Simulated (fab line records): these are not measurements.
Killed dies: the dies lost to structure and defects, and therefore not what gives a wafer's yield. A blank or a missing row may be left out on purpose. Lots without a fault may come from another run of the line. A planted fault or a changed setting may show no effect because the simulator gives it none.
fab line records -- flow nand_harc
record: lots: 13, wafers: 39, last_day: 32
route steps=1302 shown P_GATE@132
lots that met no fault: taken from a fault-free run of the same line
start_h: start of the lot's first displayed wafer, in hours after the record's first day -- wait_h: how many hours have passed since the lot's step before this one -- " the same as in the row above -- L1.1+2: a row that stands for several wafers -- - either no value or no given start -- * or withheld: withheld -- < > ~ a bound
route shown NAME@n: names a module that has steps shown in the file, with the first one's number in the route -- usual: average and standard deviation across the fault-free wafers -- same: alike in all rows -- chamber/n: place in a boat -- sites: readings site by site -- _std_site: standard deviation across them -- _edge_site: inner sites' mean taken away from outer sites' mean -- radius_mm: how far each site lies from the wafer's centre -- mask NAME#n: copy n -- behind: the last tool/chamber to shape the wafer -- hold: what put the lot on hold/how long, in hours/how the hold closed -- device: transistor that didn't switch, given as n, p or np -- end of line: tests of these same wafers at the route's end -- where a step has no rows: the recipe by itself -- killed: count of dies lost to structure and defects at first sort (not the wafer's yield) -- map: a wafer's dies, x killed, . not, _ none there
set.NAME: the setting that was run; set.NAME@STEP: the one run at that earlier step -- model.NAME: the simulator's own value behind a step, which no gauge read
a sample of lots followed through the steps of the route, with each step as a table and each wafer as a row
services: when a tool's chamber went out of use (start_h, in hours from the record's first day, below 0 if earlier), for how many hours, and the reason
== steps ==
step: NHARC_P_GATE_DEP_103
recipe: target_thk_a: 300, target_thk_nm: 30, temp_c: 400, flow_sccm: 200, rf_w: 350, material: SiON
usual: heater_power_w: 745/64
lot.wafer,tool,chamber,start_h,wait_h,heater_power_w
L182.1,pecvd-04,1,109.66,0.6,711
L182.4,pecvd-04,1,109.66,0.6,717
L182.5,pecvd-04,2,109.66,0.6,710
L181.3,pecvd-01,0,109.80,0.4,808
L181.4,pecvd-01,2,109.80,0.4,808
L181.5,pecvd-01,1,109.80,0.4,808
L183.1,pecvd-04,2,122.08,0.6,737
L183.3,pecvd-04,0,122.08,0.6,836
L183.4,pecvd-04,0,122.08,0.6,806
L185.1,pecvd-04,0,137.77,0.6,678
L185.4,pecvd-04,0,137.77,0.6,699
L185.6,pecvd-04,1,137.77,0.6,765
L187.2,pecvd-01,0,157.51,0.4,775
L187.3,pecvd-01,1,157.51,0.4,700
L187.1,pecvd-01,2,157.51,0.4,837
L188.1,pecvd-02,2,163.92,0.6,862
L188.3,pecvd-02,1,163.92,0.6,604
L188.5,pecvd-02,0,163.92,0.6,634
L189.1,pecvd-04,0,175.36,0.6,830
L189.3,pecvd-04,1,175.36,0.6,781
L189.4,pecvd-04,0,175.36,0.6,838
L190.2,pecvd-04,1,187.47,0.5,785
L190.5,pecvd-04,1,187.47,0.5,771
L190.4,pecvd-04,0,187.47,0.5,773
L191.1,pecvd-01,2,199.60,0.7,754
L191.3,pecvd-01,0,199.60,0.7,833
L191.4,pecvd-01,0,199.60,0.7,826
L196.2,pecvd-01,1,239.90,0.4,720
L196.1,pecvd-01,2,239.90,0.4,862
L196.6,pecvd-01,1,239.90,0.4,728
L201.1,pecvd-01,1,300.94,0.6,831
L201.4,pecvd-01,1,300.94,0.6,804
L201.6,pecvd-01,2,300.94,0.6,747
L202.3,pecvd-02,1,307.52,0.3,668
L202.1,pecvd-02,0,307.52,0.3,658
L202.5,pecvd-02,2,307.52,0.3,801
L203.2,pecvd-04,2,312.88,0.4,716
L203.1,pecvd-04,1,312.88,0.4,671
L203.4,pecvd-04,2,312.88,0.4,723
step: NHARC_P_GATE_CD_MEAS_26
recipe: target_cd_nm: 120, landing_energy_ev: 500
usual: cd_nm: 119.3/0.66
lot.wafer,tool,chamber,start_h,wait_h,cd_nm
L182.1,cd_sem-01,0,110.22,-,119.1
L182.4,cd_sem-01,0,110.22,-,119.5
L182.5,cd_sem-01,0,110.22,-,119.3
L181.3,cd_sem-02,0,110.46,-,120.6
L181.4,cd_sem-02,0,110.46,-,119.2
L181.5,cd_sem-02,0,110.46,-,120.7
L183.1,cd_sem-02,0,122.60,-,119.7
L183.3,cd_sem-02,0,122.60,-,119.3
L183.4,cd_sem-02,0,122.60,-,120.1
L185.1,cd_sem-01,0,138.44,-,120.0
L185.4,cd_sem-01,0,138.44,-,119.6
L185.6,cd_sem-01,0,138.44,-,119.0
L187.1,cd_sem-01,0,158.07,-,120.2
L187.2,cd_sem-01,0,158.07,-,120.6
L187.3,cd_sem-01,0,158.07,-,119.7
L188.1,cd_sem-01,0,164.60,-,119.4
L188.3,cd_sem-01,0,164.60,-,119.4
L188.5,cd_sem-01,0,164.60,-,118.4
L189.1,cd_sem-01,0,175.91,-,119.5
L189.3,cd_sem-01,0,175.91,-,118.1
L189.4,cd_sem-01,0,175.91,-,119.8
L190.2,cd_sem-03,0,188.03,-,118.4
L190.4,cd_sem-03,0,188.03,-,119.1
L190.5,cd_sem-03,0,188.03,-,119.6
L191.1,cd_sem-02,0,200.26,-,119.4
L191.3,cd_sem-02,0,200.26,-,118.1
L191.4,cd_sem-02,0,200.26,-,119.5
L196.1,cd_sem-03,0,240.58,-,119.2
L196.2,cd_sem-03,0,240.58,-,119.0
L196.6,cd_sem-03,0,240.58,-,120.4
L201.1,cd_sem-03,0,301.60,-,118.4
L201.4,cd_sem-03,0,301.60,-,118.7
L201.6,cd_sem-03,0,301.60,-,118.8
L202.1,cd_sem-01,0,308.20,-,119.8
L202.3,cd_sem-01,0,308.20,-,119.1
L202.5,cd_sem-01,0,308.20,-,118.3
L203.1,cd_sem-01,0,313.56,-,120.5
L203.2,cd_sem-01,0,313.56,-,119.6
L203.4,cd_sem-01,0,313.56,-,119.6
step: NHARC_P_GATE_STRIP_101
recipe: time_s: 20, o2_flow_sccm: 500, ar_flow_sccm: 0, bias_w: 0, chemistry: O2
usual: drypump_motor_current_A: 5.9/0.52, oes_product_au: 0.995/0.014, rf_vpp_V: 57.9/0.89, showerhead_plenum_p_Torr: 3.56/0.14, throttle_valve_pct: 17.036/0.0093
lot.wafer,tool,chamber,start_h,wait_h,drypump_motor_current_A,oes_product_au,rf_hours_counter_h,rf_vpp_V,showerhead_plenum_p_Torr,throttle_valve_pct
L182.4,rie_diel-05,0,121.30,0.1,5.2,1.000,2.2,58.2,3.68,17.030
L182.1,rie_diel-05,2,121.30,0.1,6.0,1.012,3.7,59.1,3.79,17.036
L182.5,rie_diel-05,1,121.30,0.1,5.7,0.985,-,58.1,3.69,17.030
L181.3,rie_diel-02,0,121.59,0.1,6.6,0.998,2.5,57.8,3.41,17.043
L181.5,rie_diel-02,2,121.59,0.1,5.8,1.017,-,58.7,3.75,17.040
L181.4,rie_diel-02,1,121.59,0.1,5.0,1.005,-,58.7,3.37,17.060
L183.3,rie_diel-13,2,133.67,0.1,6.1,1.025,7.4,57.8,3.60,17.035
L183.4,rie_diel-13,3,133.67,0.1,6.4,0.981,7.2,58.3,3.45,17.043
L183.1,rie_diel-13,0,133.67,0.1,5.8,1.011,8.3,57.9,3.77,17.019
L185.4,rie_diel-13,2,149.52,0.1,6.1,1.021,8.2,56.8,3.60,17.033
L185.1,rie_diel-13,3,149.52,0.1,6.4,0.999,7.9,56.5,3.45,17.041
L185.6,rie_diel-13,2,149.52,0.1,6.1,1.024,-,59.0,3.60,17.041
L187.2,rie_diel-02,2,169.13,0.1,5.8,1.014,5.1,57.4,3.75,17.026
L187.1,rie_diel-02,0,169.13,0.1,6.7,0.980,5.2,55.4,3.41,17.037
L187.3,rie_diel-02,1,169.13,0.1,4.9,1.010,5.4,58.0,3.37,17.021
L188.3,rie_diel-05,2,175.70,0.1,6.0,0.992,7.1,57.8,3.79,17.034
L188.1,rie_diel-05,3,175.70,0.1,6.8,1.000,6.3,56.6,3.62,17.042
L188.5,rie_diel-05,1,175.70,0.1,5.7,0.984,-,56.5,3.68,17.029
L189.3,rie_diel-13,1,186.91,0.1,5.9,0.983,0.6,57.2,3.53,17.054
L189.4,rie_diel-13,2,186.91,0.1,6.1,1.008,0.7,58.6,3.60,17.023
L189.1,rie_diel-13,3,186.91,0.1,6.3,1.002,1.0,56.4,3.45,17.024
L190.4,rie_diel-05,1,199.21,0.1,5.7,0.985,7.8,58.2,3.68,17.024
L190.2,rie_diel-05,2,199.21,0.1,6.0,0.995,7.9,58.2,3.79,17.046
L190.5,rie_diel-05,0,199.21,0.1,5.3,0.988,-,57.8,3.68,17.018
L191.3,rie_diel-13,1,211.25,0.1,5.9,0.985,2.0,58.2,3.53,17.025
L191.1,rie_diel-13,2,211.25,0.1,6.1,1.002,2.2,58.3,3.60,17.046
L191.4,rie_diel-13,0,211.25,0.1,5.8,0.988,3.1,58.1,3.76,17.051
L196.1,rie_diel-02,3,251.63,0.1,5.7,1.011,0.8,58.7,3.44,17.037
L196.2,rie_diel-02,2,251.63,0.1,5.8,1.026,0.6,58.7,3.74,17.037
L196.6,rie_diel-02,3,251.63,0.1,5.6,1.003,-,55.1,3.44,17.041
L201.1,rie_diel-02,3,314.80,0.1,5.6,1.007,3.3,58.7,3.44,17.045
L201.4,rie_diel-02,0,314.80,0.1,6.7,0.977,3.2,57.1,3.41,17.046
L201.6,rie_diel-02,3,314.80,0.1,5.6,1.001,-,58.0,3.44,17.018
L202.1,rie_diel-02,0,319.26,0.1,6.7,0.977,3.2,57.2,3.41,17.057
L202.3,rie_diel-02,1,319.26,0.1,5.0,0.981,3.0,57.4,3.37,17.027
L202.5,rie_diel-02,3,319.26,0.1,5.6,1.017,-,57.7,3.44,17.032
L203.1,rie_diel-02,0,324.68,0.1,6.7,0.986,3.3,57.2,3.41,17.032
L203.4,rie_diel-02,1,324.68,0.1,5.0,0.992,3.1,57.4,3.37,17.031
L203.2,rie_diel-02,2,324.68,0.1,5.8,1.003,3.1,58.0,3.74,17.032
step: NHARC_P_GATE_EXPOSE_56
recipe: na: 0.6, target_cd_nm: 720, dose_mj: 14.81, mask_id: P_PSD
lot.wafer,tool,chamber,start_h,wait_h,mask
L182.1+4+5,krf_scanner-01,0,123.69,-,P_PSD#0
L181.3+4+5,krf_scanner-02,0,124.15,-,P_PSD#0
L183.1+3+4,krf_scanner-02,0,136.07,-,P_PSD#0
L185.1+4+6,krf_scanner-02,0,151.91,-,P_PSD#0
L187.1+2+3,krf_scanner-04,0,171.40,-,P_PSD#0
L188.1+3+5,krf_scanner-01,0,178.10,-,P_PSD#0
L189.1+3+4,krf_scanner-02,0,189.43,-,P_PSD#0
L190.2+4+5,krf_scanner-04,0,201.63,-,P_PSD#0
L191.1+3+4,krf_scanner-02,0,213.89,-,P_PSD_R1#0
L196.1+2+6,krf_scanner-02,0,254.41,-,P_PSD#0
L201.1+4+6,krf_scanner-04,0,317.20,-,P_PSD#0
L202.1+3+5,krf_scanner-01,0,321.79,-,P_PSD#0
L203.1+2+4,krf_scanner-04,0,327.08,-,P_PSD#0
== services ==
tool,chamber,start_h,hours,kind
pecvd-04,-,88.08,13.0,pm
krf_scanner-02,-,94.00,4.0,pm
rie_diel-02,0,110.23,1.3,repair
rie_diel-02,3,116.79,6.4,repair
rie_diel-02,2,127.81,2.6,repair
pecvd-01,-,130.22,13.0,pm
krf_scanner-01,-,140.00,4.0,pm
krf_scanner-04,-,176.27,0.5,repair
krf_scanner-04,-,182.00,4.0,pm
pecvd-01,1,189.59,2.5,repair
rie_diel-05,3,192.28,6.1,repair
rie_diel-02,-,216.72,9.0,pm
pecvd-04,2,220.10,2.2,repair
pecvd-04,-,221.95,0.5,repair
rie_diel-13,3,228.51,1.7,repair
rie_diel-05,-,230.04,9.0,pm
rie_diel-13,0,236.40,5.5,repair
rie_diel-13,-,243.20,1.3,repair
rie_diel-05,3,250.10,7.9,repair
krf_scanner-02,-,266.00,4.0,pm
pecvd-04,-,269.20,13.0,pm
rie_diel-13,2,282.16,2.2,repair
rie_diel-02,-,290.20,1.4,repair
pecvd-01,-,311.22,13.0,pm
== key ==
first_sign: step: NHARC_P_GATE_EXPOSE_56, reading: mask, direction: changed
effect none on later readings
met_at NHARC_P_GATE_EXPOSE_56
struck_lots L191
tester_left_out L191
not_acting_at NHARC_P_GATE_DEP_103,NHARC_P_GATE_CD_MEAS_26,NHARC_P_GATE_STRIP_101
onset_between 189.43 213.89
fault: kind: wrong_mask, tool: any, chamber: -, onset_h: 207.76, steps: NHARC_P_GATE_EXPOSE_56, aux_copy: P_PSD_R1#0, cd_offset_nm: -4.447, scope: struck_lots_only
tester_left_out: of these lots the tester's yield and bins aren't shown, on N5 and GAA mostly nor the transistor test; their killed dies are dies lost to structure and defects alone, not to doping, threshold or leakage, so they don't give the yield
